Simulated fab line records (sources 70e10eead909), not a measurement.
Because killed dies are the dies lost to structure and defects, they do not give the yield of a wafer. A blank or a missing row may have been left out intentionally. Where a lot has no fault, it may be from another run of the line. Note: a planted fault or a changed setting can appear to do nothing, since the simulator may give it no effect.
What tool caused it? | flow nand_harc | 69 wafers from 23 lots sampled at 6 of the route's 1302 steps

== WHAT THE GAUGES SHOWED, per wafer ==
The record holds no reading of a measuring or inspecting step that can be judged against a usual standard deviation.

== WHICH TOOL RAN EACH LOT (tool, then ch and the chambers of the sampled wafers, then the start) ==
lot  | NHARC_A_STAIRCASE_TRIM_200                    | NHARC_A_STAIRCASE_ETCH_230                    | NHARC_A_STAIRCASE_ETCH_236                    | NHARC_A_STAIRCASE_STRIP_238          | NHARC_A_STAIRCASE_DESCUM_252       | NHARC_A_STAIRCASE_DESCUM_270
L075 | rie_diel-02 ch 1,2,3, day 16 07:55 or earlier | rie_diel-02 ch 0,3, day 16 07:55 or earlier   | rie_diel-02 ch 0,1, day 16 07:55 or earlier   | plasma_asher-01 ch 0,1, day 16 07:55 | rie_diel-05 ch 0,1, day 16 09:16   | rie_diel-02 ch 0,3, day 16 13:25
L074 | rie_diel-05 ch 0,2, day 16 14:56 or earlier   | rie_diel-05 ch 0,1, day 16 14:56 or earlier   | rie_diel-05 ch 0,2, day 16 14:56 or earlier   | plasma_asher-02 ch 0, day 16 14:56   | rie_diel-05 ch 0,2,3, day 16 16:28 | rie_diel-05 ch 1,2,3, day 16 23:34
L076 | rie_diel-09 ch 0,2,3, day 17 19:19 or earlier | rie_diel-09 ch 2,3, day 17 19:19 or earlier   | rie_diel-09 ch 1,3, day 17 19:19 or earlier   | plasma_asher-01 ch 0,1, day 17 19:19 | rie_diel-09 ch 2,3, day 17 20:46   | rie_diel-09 ch 1,2,3, day 18 00:39
L077 | rie_diel-05 ch 0,3, day 17 19:37 or earlier   | rie_diel-09 ch 0,2,3, day 17 19:37 or earlier | rie_diel-09 ch 1,2, day 17 19:37 or earlier   | plasma_asher-02 ch 0,1, day 17 19:37 | rie_diel-05 ch 2,3, day 17 21:05   | rie_diel-09 ch 0,1,3, day 18 02:40
L080 | rie_diel-09 ch 1,2,3, day 18 07:20 or earlier | rie_diel-02 ch 0,1,3, day 18 07:20 or earlier | rie_diel-02 ch 1,2,3, day 18 07:20 or earlier | plasma_asher-01 ch 0,1, day 18 07:20 | rie_diel-09 ch 0,1, day 18 08:52   | rie_diel-05 ch 0,1,3, day 18 13:55
L079 | rie_diel-02 ch 2,3, day 18 13:39 or earlier   | rie_diel-02 ch 0,3, day 18 13:39 or earlier   | rie_diel-02 ch 1,2,3, day 18 13:39 or earlier | plasma_asher-01 ch 0,1, day 18 13:39 | rie_diel-09 ch 1,2,3, day 18 15:08 | rie_diel-02 ch 0,1,3, day 18 20:33
L081 | rie_diel-09 ch 0,2, day 19 04:58 or earlier   | rie_diel-09 ch 0,3, day 19 04:58 or earlier   | rie_diel-09 ch 0,2,3, day 19 04:58 or earlier | plasma_asher-01 ch 0,1, day 19 04:58 | rie_diel-09 ch 0,1,3, day 19 06:19 | rie_diel-02 ch 0,1,2, day 19 15:38
L082 | rie_diel-09 ch 1,2,3, day 19 05:48 or earlier | rie_diel-02 ch 0,2,3, day 19 05:48 or earlier | rie_diel-02 ch 0,1,3, day 19 05:48 or earlier | plasma_asher-01 ch 1, day 19 05:48   | rie_diel-02 ch 1,3, day 19 07:08   | rie_diel-09 ch 0,1,2, day 19 17:24
L083 | rie_diel-09 ch 0,1, day 19 12:33 or earlier   | rie_diel-09 ch 1,3, day 19 12:33 or earlier   | rie_diel-09 ch 1,2,3, day 19 12:33 or earlier | plasma_asher-02 ch 0,1, day 19 12:33 | rie_diel-02 ch 0,2, day 19 13:56   | rie_diel-02 ch 0,3, day 19 23:34
L084 | rie_diel-05 ch 0,1,3, day 19 17:44 or earlier | rie_diel-05 ch 0,1,3, day 19 17:44 or earlier | rie_diel-05 ch 0,1,3, day 19 17:44 or earlier | plasma_asher-02 ch 0,1, day 19 17:44 | rie_diel-02 ch 0,1,2, day 19 19:11 | rie_diel-09 ch 0,1, day 20 03:27
L085 | rie_diel-02 ch 0,1,2, day 20 21:06 or earlier | rie_diel-02 ch 0,1,2, day 20 21:06 or earlier | rie_diel-02 ch 1,2,3, day 20 21:06 or earlier | plasma_asher-02 ch 0,1, day 20 21:06 | rie_diel-02 ch 0,1,2, day 20 22:39 | rie_diel-05 ch 1,2,3, day 21 02:28
L086 | rie_diel-05 ch 0,2, day 20 23:34 or earlier   | rie_diel-05 ch 1,2, day 20 23:34 or earlier   | rie_diel-05 ch 0,1,3, day 20 23:34 or earlier | plasma_asher-02 ch 0,1, day 20 23:34 | rie_diel-02 ch 1,2, day 21 00:57   | rie_diel-05 ch 0,2,3, day 21 06:46
L088 | rie_diel-02 ch 0,1,2, day 22 02:22 or earlier | rie_diel-05 ch 0,1,2, day 22 02:22 or earlier | rie_diel-05 ch 0,1,3, day 22 02:22 or earlier | plasma_asher-01 ch 0,1, day 22 02:22 | rie_diel-09 ch 0,1,2, day 22 03:53 | rie_diel-09 ch 0,1,2, day 22 07:45
L087 | rie_diel-05 ch 0,1, day 22 02:54 or earlier   | rie_diel-05 ch 0,1, day 22 02:54 or earlier   | rie_diel-05 ch 0,2,3, day 22 02:54 or earlier | plasma_asher-01 ch 0,1, day 22 02:54 | rie_diel-09 ch 1,2,3, day 22 04:26 | rie_diel-09 ch 0,1, day 22 10:21
L089 | rie_diel-02 ch 0,1,3, day 22 13:17 or earlier | rie_diel-05 ch 0,1,3, day 22 13:17 or earlier | rie_diel-05 ch 0,1,3, day 22 13:17 or earlier | plasma_asher-01 ch 0,1, day 22 13:17 | rie_diel-09 ch 1,2,3, day 22 16:34 | rie_diel-09 ch 1,2,3, day 22 20:23
L090 | rie_diel-09 ch 0,1,2, day 23 04:53 or earlier | rie_diel-02 ch 0,3, day 23 04:53 or earlier   | rie_diel-02 ch 0,2,3, day 23 04:53 or earlier | plasma_asher-01 ch 0,1, day 23 04:53 | rie_diel-09 ch 0,1,2, day 23 06:11 | rie_diel-05 ch 1,2,3, day 23 13:50
L091 | rie_diel-09 ch 0,1,3, day 23 08:53 or earlier | rie_diel-05 ch 0,1,2, day 23 08:53 or earlier | rie_diel-05 ch 0,1,2, day 23 08:53 or earlier | plasma_asher-02 ch 0,1, day 23 08:53 | rie_diel-09 ch 0,2,3, day 23 10:23 | rie_diel-02 ch 0,1,3, day 23 18:13
L092 | rie_diel-05 ch 1,2,3, day 23 07:56 or earlier | rie_diel-09 ch 0,1, day 23 07:56 or earlier   | rie_diel-09 ch 0,2,3, day 23 07:56 or earlier | plasma_asher-01 ch 0,1, day 23 07:56 | rie_diel-09 ch 0,1, day 23 09:20   | rie_diel-05 ch 1,2,3, day 23 16:20
L093 | rie_diel-09 ch 0,2,3, day 24 06:40 or earlier | rie_diel-05 ch 0,2,3, day 24 06:40 or earlier | rie_diel-05 ch 0,1,2, day 24 06:40 or earlier | plasma_asher-02 ch 0,1, day 24 06:40 | rie_diel-09 ch 0,1,2, day 24 08:11 | rie_diel-05 ch 0,1,3, day 24 14:32
L094 | rie_diel-09 ch 0,1,3, day 25 01:28 or earlier | rie_diel-09 ch 0,1,3, day 25 01:28 or earlier | rie_diel-09 ch 0,3, day 25 01:28 or earlier   | plasma_asher-02 ch 0,1, day 25 01:28 | rie_diel-05 ch 0,1,2, day 25 02:48 | rie_diel-09 ch 0,1, day 25 06:49
L096 | rie_diel-02 ch 1,2,3, day 25 02:47 or earlier | rie_diel-05 ch 2,3, day 25 02:47 or earlier   | rie_diel-05 ch 0,1,3, day 25 02:47 or earlier | plasma_asher-01 ch 0,1, day 25 02:47 | rie_diel-05 ch 0,1, day 25 04:13   | rie_diel-02 ch 0,1,2, day 25 12:03
L095 | rie_diel-09 ch 0,1,3, day 25 14:30 or earlier | rie_diel-09 ch 0,2,3, day 25 14:30 or earlier | rie_diel-09 ch 0,1,3, day 25 14:30 or earlier | plasma_asher-02 ch 0,1, day 25 14:30 | rie_diel-02 ch 1,2,3, day 25 16:42 | rie_diel-09 ch 1,2,3, day 25 21:33
L097 | rie_diel-05 ch 1,2,3, day 26 04:40 or earlier | rie_diel-02 ch 0,3, day 26 04:40 or earlier   | rie_diel-02 ch 2,3, day 26 04:40 or earlier   | plasma_asher-01 ch 0,1, day 26 04:40 | rie_diel-05 ch 0,3, day 26 06:09   | rie_diel-02 ch 0,1,2, day 26 09:53
- NHARC_A_STAIRCASE_TRIM_200: chemistry O2, time 211.2 s.
- NHARC_A_STAIRCASE_ETCH_230: etches the open film in C4F8/O2, target depth 100 nm, time 40.5 s.
- NHARC_A_STAIRCASE_ETCH_236: etches the open film in C4F8/O2, target depth 100 nm, time 40.5 s.
- NHARC_A_STAIRCASE_STRIP_238: strips in O2.
- NHARC_A_STAIRCASE_DESCUM_252: chemistry O2, time 3 s.
- NHARC_A_STAIRCASE_DESCUM_270: chemistry O2, time 3 s.

== AS READ BY THE TOOLS THEMSELVES (means over the sampled wafers that have a number; for cases with no such wafer, the mark the record gives instead) ==
NHARC_A_STAIRCASE_TRIM_200. Usual: drypump_motor_current_A 5.8 A, standard deviation 0.44; oes_product_au 0.998 a.u., standard deviation 0.0088; rf_vpp_V 57.6 V, standard deviation 0.92; showerhead_plenum_p_Torr 3.48 Torr, standard deviation 0.15; throttle_valve_pct 17.036 %, standard deviation 0.0087.
lot  | tool        | drypump_motor_current_A (A) | oes_product_au (a.u.) | rf_vpp_V (V) | showerhead_plenum_p_Torr (Torr) | throttle_valve_pct (%) | flag
L075 | rie_diel-02 | 5.7                         | 0.995                 | 57.5         | 3.51                            | 17.029                 |
L074 | rie_diel-05 | 6.0                         | 1.004                 | 58.3         | 3.61                            | 17.030                 |
L076 | rie_diel-09 | 5.8                         | 0.999                 | 58.1         | 3.52                            | 17.041                 |
L077 | rie_diel-05 | 5.8                         | 0.987                 | 56.8         | 3.43                            | 17.035                 |
L080 | rie_diel-09 | 5.4                         | 1.001                 | 57.8         | 3.52                            | 17.038                 |
L079 | rie_diel-02 | 5.6                         | 0.994                 | 57.5         | 3.61                            | 17.044                 |
L081 | rie_diel-09 | 6.2                         | 1.000                 | 57.9         | 3.45                            | 17.035                 |
L082 | rie_diel-09 | 5.4                         | 0.995                 | 58.1         | 3.52                            | 17.034                 |
L083 | rie_diel-09 | 5.9                         | 0.998                 | 57.7         | 3.42                            | 17.030                 |
L084 | rie_diel-05 | 5.9                         | 1.000                 | 57.6         | 3.43                            | 17.033                 |
L085 | rie_diel-02 | 5.7                         | 0.983                 | 57.9         | 3.35                            | 17.037                 |
L086 | rie_diel-05 | 5.9                         | 0.994                 | 58.4         | 3.46                            | 17.039                 |
L088 | rie_diel-02 | 5.8                         | 0.998                 | 57.3         | 3.34                            | 17.028                 |
L087 | rie_diel-05 | 5.9                         | 1.009                 | 56.7         | 3.33                            | 17.037                 |
L089 | rie_diel-02 | 6.1                         | 0.993                 | 57.8         | 3.50                            | 17.034                 |
L090 | rie_diel-09 | 5.9                         | 1.005                 | 57.2         | 3.43                            | 17.030                 |
L091 | rie_diel-09 | 5.5                         | 1.011                 | 56.9         | 3.48                            | 17.032                 |
L092 | rie_diel-05 | 6.0                         | 1.005                 | 57.0         | 3.55                            | 17.032                 |
L093 | rie_diel-09 | 5.8                         | 1.001                 | 58.4         | 3.50                            | 17.040                 |
L094 | rie_diel-09 | 5.5                         | 0.998                 | 57.8         | 3.47                            | 17.039                 |
L096 | rie_diel-02 | 5.6                         | 0.995                 | 57.7         | 3.47                            | 17.042                 |
L095 | rie_diel-09 | 5.5                         | 1.005                 | 57.9         | 3.47                            | 17.039                 |
L097 | rie_diel-05 | 6.0                         | 1.001                 | 57.3         | 3.54                            | 17.048                 |

NHARC_A_STAIRCASE_ETCH_230. Usual: oes_product_au 0.953 a.u., standard deviation 0.016; rf_fwd_power_W 592.0 W, standard deviation 2.6; rf_vpp_V 894 V, standard deviation 5.9.
lot  | tool        | oes_product_au (a.u.) | rf_fwd_power_W (W) | rf_vpp_V (V) | flag
L075 | rie_diel-02 | 0.955                 | 592.3              | 900          |
L074 | rie_diel-05 | 0.963                 | 589.4              | 891          |
L076 | rie_diel-09 | 0.940                 | 593.3              | 898          |
L077 | rie_diel-09 | 0.944                 | 591.5              | 896          |
L080 | rie_diel-02 | 0.952                 | 589.6              | 896          |
L079 | rie_diel-02 | 0.943                 | 590.4              | 899          |
L081 | rie_diel-09 | 0.970                 | 591.0              | 894          |
L082 | rie_diel-02 | 0.949                 | 591.5              | 893          |
L083 | rie_diel-09 | 0.963                 | 593.6              | 897          |
L084 | rie_diel-05 | 0.959                 | 593.4              | 893          |
L085 | rie_diel-02 | 0.939                 | 591.7              | 889          |
L086 | rie_diel-05 | 0.965                 | 592.6              | 894          |
L088 | rie_diel-05 | 0.948                 | 593.0              | 894          |
L087 | rie_diel-05 | 0.942                 | 590.5              | 889          |
L089 | rie_diel-05 | 0.935                 | 592.5              | 892          |
L090 | rie_diel-02 | 0.925                 | 590.8              | 899          |
L091 | rie_diel-05 | 0.971                 | 592.5              | 893          |
L092 | rie_diel-09 | 0.947                 | 596.1              | 892          |
L093 | rie_diel-05 | 0.961                 | 591.3              | 896          |
L094 | rie_diel-09 | 0.954                 | 593.6              | 894          |
L096 | rie_diel-05 | 0.952                 | 593.7              | 902          |
L095 | rie_diel-09 | 0.954                 | 591.4              | 895          |
L097 | rie_diel-02 | 0.984                 | 591.3              | 899          |

NHARC_A_STAIRCASE_ETCH_236. Usual: oes_product_au 0.945 a.u., standard deviation 0.01; rf_fwd_power_W 592.2 W, standard deviation 2.4; rf_vpp_V 894 V, standard deviation 5.9.
lot  | tool        | oes_product_au (a.u.) | rf_fwd_power_W (W) | rf_vpp_V (V) | flag
L075 | rie_diel-02 | 0.953                 | 591.0              | 890          |
L074 | rie_diel-05 | 0.947                 | 592.2              | 894          |
L076 | rie_diel-09 | 0.944                 | 594.4              | 897          |
L077 | rie_diel-09 | 0.941                 | 590.8              | 895          |
L080 | rie_diel-02 | 0.933                 | 592.8              | 895          |
L079 | rie_diel-02 | 0.949                 | 590.3              | 895          |
L081 | rie_diel-09 | 0.946                 | 592.2              | 897          |
L082 | rie_diel-02 | 0.947                 | 590.4              | 896          |
L083 | rie_diel-09 | 0.950                 | 592.1              | 896          |
L084 | rie_diel-05 | 0.932                 | 591.9              | 892          |
L085 | rie_diel-02 | 0.939                 | 589.6              | 895          |
L086 | rie_diel-05 | 0.945                 | 590.7              | 892          |
L088 | rie_diel-05 | 0.941                 | 592.5              | 892          |
L087 | rie_diel-05 | 0.956                 | 591.2              | 897          |
L089 | rie_diel-05 | 0.939                 | 593.6              | 893          |
L090 | rie_diel-02 | 0.945                 | 590.7              | 892          |
L091 | rie_diel-05 | 0.952                 | 592.5              | 893          |
L092 | rie_diel-09 | 0.948                 | 591.8              | 895          |
L093 | rie_diel-05 | 0.961                 | 592.9              | 893          |
L094 | rie_diel-09 | 0.947                 | 593.3              | 896          |
L096 | rie_diel-05 | 0.947                 | 593.6              | 892          |
L095 | rie_diel-09 | 0.957                 | 592.9              | 893          |
L097 | rie_diel-02 | 0.949                 | 593.3              | 905          |

NHARC_A_STAIRCASE_STRIP_238. Usual: drypump_motor_current_A 5.5 A, standard deviation 0.59; heater_power_w 347 W, standard deviation 44; temp_c 249.97 C, standard deviation 0.19.
lot  | tool            | drypump_motor_current_A (A) | heater_power_w (W) | temp_c (C) | flag
L075 | plasma_asher-01 | 5.1                         | 350                | 249.74     |
L074 | plasma_asher-02 | 5.6                         | 331                | 249.71     |
L076 | plasma_asher-01 | 5.1                         | 351                | 250.20     |
L077 | plasma_asher-02 | 6.3                         | 349                | 250.00     |
L080 | plasma_asher-01 | 5.0                         | 315                | 249.94     |
L079 | plasma_asher-01 | 5.1                         | 316                | 249.84     |
L081 | plasma_asher-01 | 5.0                         | 316                | 250.10     |
L082 | plasma_asher-01 | 5.1                         | 387                | 249.87     |
L083 | plasma_asher-02 | 6.0                         | 356                | 249.98     |
L084 | plasma_asher-02 | 5.9                         | 351                | 250.09     |
L085 | plasma_asher-02 | 5.9                         | 354                | 249.65     |
L086 | plasma_asher-02 | 5.9                         | 351                | 250.05     |
L088 | plasma_asher-01 | 5.0                         | 316                | 249.93     |
L087 | plasma_asher-01 | 5.1                         | 354                | 250.11     |
L089 | plasma_asher-01 | 5.1                         | 351                | 249.99     |
L090 | plasma_asher-01 | 5.0                         | 340                | 250.15     |
L091 | plasma_asher-02 | 6.3                         | 362                | 249.90     |
L092 | plasma_asher-01 | 5.1                         | 339                | 250.31     |
L093 | plasma_asher-02 | 5.9                         | 354                | 249.90     |
L094 | plasma_asher-02 | 6.2                         | 367                | 249.86     |
L096 | plasma_asher-01 | 5.1                         | 379                | 249.92     |
L095 | plasma_asher-02 | 6.3                         | 367                | 249.95     |
L097 | plasma_asher-01 | 5.0                         | 333                | 249.93     |

NHARC_A_STAIRCASE_DESCUM_252. Usual: drypump_motor_current_A 5.8 A, standard deviation 0.44; oes_product_au 0.999 a.u., standard deviation 0.0075; rf_vpp_V 57.7 V, standard deviation 0.91; showerhead_plenum_p_Torr 1.89 Torr, standard deviation 0.089; throttle_valve_pct 11.310 %, standard deviation 0.0087.
lot  | tool        | drypump_motor_current_A (A) | oes_product_au (a.u.) | rf_vpp_V (V) | showerhead_plenum_p_Torr (Torr) | throttle_valve_pct (%) | flag
L075 | rie_diel-05 | 5.9                         | 0.991                 | 56.7         | 1.80                            | 11.306                 |
L074 | rie_diel-05 | 5.9                         | 0.997                 | 57.4         | 1.94                            | 11.310                 |
L076 | rie_diel-09 | 5.6                         | 0.997                 | 58.2         | 1.92                            | 11.306                 |
L077 | rie_diel-05 | 6.0                         | 0.998                 | 57.0         | 2.02                            | 11.305                 |
L080 | rie_diel-09 | 5.6                         | 0.992                 | 56.6         | 1.86                            | 11.315                 |
L079 | rie_diel-09 | 5.4                         | 0.997                 | 58.1         | 1.91                            | 11.313                 |
L081 | rie_diel-09 | 5.5                         | 1.005                 | 57.8         | 1.89                            | 11.306                 |
L082 | rie_diel-02 | 5.9                         | 1.002                 | 58.2         | 1.99                            | 11.314                 |
L083 | rie_diel-02 | 5.5                         | 0.998                 | 57.6         | 1.79                            | 11.310                 |
L084 | rie_diel-02 | 5.7                         | 1.000                 | 57.5         | 1.81                            | 11.312                 |
L085 | rie_diel-02 | 5.8                         | 1.002                 | 57.2         | 1.81                            | 11.303                 |
L086 | rie_diel-02 | 5.6                         | 0.995                 | 57.6         | 1.82                            | 11.315                 |
L088 | rie_diel-09 | 5.8                         | 0.997                 | 58.2         | 1.86                            | 11.309                 |
L087 | rie_diel-09 | 5.4                         | 0.992                 | 57.6         | 1.90                            | 11.312                 |
L089 | rie_diel-09 | 5.4                         | 0.997                 | 57.1         | 1.90                            | 11.319                 |
L090 | rie_diel-09 | 5.8                         | 0.999                 | 56.8         | 1.86                            | 11.309                 |
L091 | rie_diel-09 | 5.8                         | 0.994                 | 58.4         | 1.90                            | 11.313                 |
L092 | rie_diel-09 | 5.6                         | 1.007                 | 58.1         | 1.84                            | 11.314                 |
L093 | rie_diel-09 | 5.8                         | 1.003                 | 57.3         | 1.85                            | 11.319                 |
L094 | rie_diel-05 | 6.0                         | 1.008                 | 57.8         | 1.87                            | 11.299                 |
L096 | rie_diel-05 | 5.9                         | 1.001                 | 57.2         | 1.79                            | 11.314                 |
L095 | rie_diel-02 | 5.6                         | 1.002                 | 57.4         | 1.99                            | 11.315                 |
L097 | rie_diel-05 | 5.8                         | 1.009                 | 57.8         | 1.89                            | 11.319                 |

NHARC_A_STAIRCASE_DESCUM_270. Usual: drypump_motor_current_A 5.8 A, standard deviation 0.44; oes_product_au 1.000 a.u., standard deviation 0.009; rf_vpp_V 57.8 V, standard deviation 0.89; showerhead_plenum_p_Torr 1.89 Torr, standard deviation 0.091; throttle_valve_pct 11.312 %, standard deviation 0.0092.
lot  | tool        | drypump_motor_current_A (A) | oes_product_au (a.u.) | rf_vpp_V (V) | showerhead_plenum_p_Torr (Torr) | throttle_valve_pct (%) | flag
L075 | rie_diel-02 | 6.0                         | 0.998                 | 58.8         | 1.98                            | 11.308                 |
L074 | rie_diel-05 | 6.0                         | 0.990                 | 57.7         | 1.94                            | 11.315                 |
L076 | rie_diel-09 | 5.4                         | 1.002                 | 57.7         | 1.91                            | 11.320                 |
L077 | rie_diel-09 | 5.5                         | 1.000                 | 57.4         | 1.89                            | 11.311                 |
L080 | rie_diel-05 | 5.9                         | 0.993                 | 57.4         | 1.86                            | 11.309                 |
L079 | rie_diel-02 | 6.1                         | 0.999                 | 57.1         | 1.91                            | 11.317                 |
L081 | rie_diel-02 | 5.7                         | 1.005                 | 57.7         | 1.81                            | 11.308                 |
L082 | rie_diel-09 | 5.8                         | 1.005                 | 57.7         | 1.86                            | 11.318                 |
L083 | rie_diel-02 | 6.1                         | 1.001                 | 57.7         | 1.88                            | 11.319                 |
L084 | rie_diel-09 | 6.0                         | 1.002                 | 57.9         | 1.85                            | 11.313                 |
L085 | rie_diel-05 | 6.0                         | 0.996                 | 57.3         | 1.93                            | 11.315                 |
L086 | rie_diel-05 | 5.9                         | 0.998                 | 56.7         | 1.93                            | 11.308                 |
L088 | rie_diel-09 | 5.8                         | 0.995                 | 57.9         | 1.86                            | 11.320                 |
L087 | rie_diel-09 | 5.6                         | 1.004                 | 57.3         | 1.85                            | 11.314                 |
L089 | rie_diel-09 | 5.4                         | 1.002                 | 57.3         | 1.90                            | 11.320                 |
L090 | rie_diel-05 | 6.0                         | 0.988                 | 57.9         | 1.93                            | 11.317                 |
L091 | rie_diel-02 | 6.0                         | 1.002                 | 57.9         | 1.89                            | 11.315                 |
L092 | rie_diel-05 | 6.0                         | 0.997                 | 58.2         | 1.93                            | 11.297                 |
L093 | rie_diel-05 | 5.9                         | 0.991                 | 57.5         | 1.84                            | 11.315                 |
L094 | rie_diel-09 | 5.6                         | 1.007                 | 57.3         | 1.84                            | 11.302                 |
L096 | rie_diel-02 | 5.7                         | 1.011                 | 58.1         | 1.90                            | 11.314                 |
L095 | rie_diel-09 | 5.4                         | 1.000                 | 57.7         | 1.89                            | 11.316                 |
L097 | rie_diel-02 | 5.8                         | 1.008                 | 58.0         | 1.90                            | 11.305                 |

== THE ANSWER, worked out from the rows above alone ==
Rule: take the mean of a lot's wafers that have a number; if it is more than 3 standard deviations from the usual mean, the lot is off. Also off: a lot with no number at a reading for which 4 or more lots have one. All remaining lots with rows at the step are treated as sound. After the gauges, taken in route order, come the tools' own readings; for these a lot's mean is taken, as printed above. The first step at which some lot is off is used, and at that step the reading that is off furthest; a lot without a number counts as furthest.
No lot is off at any reading shown: from this, nothing can be told.

== WHAT WAS PUT IN BY THE SIMULATOR ==
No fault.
